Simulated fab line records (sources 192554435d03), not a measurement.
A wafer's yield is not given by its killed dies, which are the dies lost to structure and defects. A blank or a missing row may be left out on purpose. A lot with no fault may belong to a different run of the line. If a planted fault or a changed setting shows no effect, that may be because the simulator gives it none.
Matching of chambers / flow n5_finfet / N5_BEOL_M8_ETCH_61 on rie_diel-01: 4 sister chambers
The step etches SiARC in CF4, target depth 45.5 nm, time 75.8 s. 4 wafers are shown with their chamber, then 7 later ones without.

WAFERS, EACH WITH ITS CHAMBER
wafer=L084.3; chamber=3; drypump_motor_current_A (A)=5.13
wafer=L088.5; chamber=1; drypump_motor_current_A (A)=5.92
wafer=L086.1; chamber=2; drypump_motor_current_A (A)=6.18
wafer=L086.2; chamber=0; drypump_motor_current_A (A)=6.22

WAFERS WITHOUT THEIR CHAMBER
wafer=L086.5; drypump_motor_current_A (A)=6.20
wafer=L089.2; drypump_motor_current_A (A)=5.92
wafer=L089.4; drypump_motor_current_A (A)=5.90
wafer=L089.6; drypump_motor_current_A (A)=6.21
wafer=L093.3; drypump_motor_current_A (A)=5.95
wafer=L093.4; drypump_motor_current_A (A)=5.13
wafer=L093.5; drypump_motor_current_A (A)=5.95

CHAMBER TAKEN BY EACH
wafer=L086.5; from the rows above=can't be placed: 0 or 2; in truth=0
wafer=L089.2; from the rows above=1; in truth=1
wafer=L089.4; from the rows above=1; in truth=1
wafer=L089.6; from the rows above=can't be placed: 0 or 2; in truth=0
wafer=L093.3; from the rows above=1; in truth=1
wafer=L093.4; from the rows above=3; in truth=3
wafer=L093.5; from the rows above=1; in truth=1
5 of 7 placed correctly. Unplaceable from these rows: 2, with the true chamber sitting among the candidates in 2. Wrongly placed: 0.
How it was worked out, from the rows above alone: a wafer's distance from a chamber is the root of the sum, over the readings, of the square of ((its reading less the chamber's mean) divided by the reading's scatter). The wafer belongs to the nearest chamber; if the next one is less than 2 further off, it can't be placed. A chamber's mean is the mean of its shown wafers. The scatter: with one shown wafer a chamber, the root of the mean of the squares of how far each hidden wafer lies from its nearest shown one.
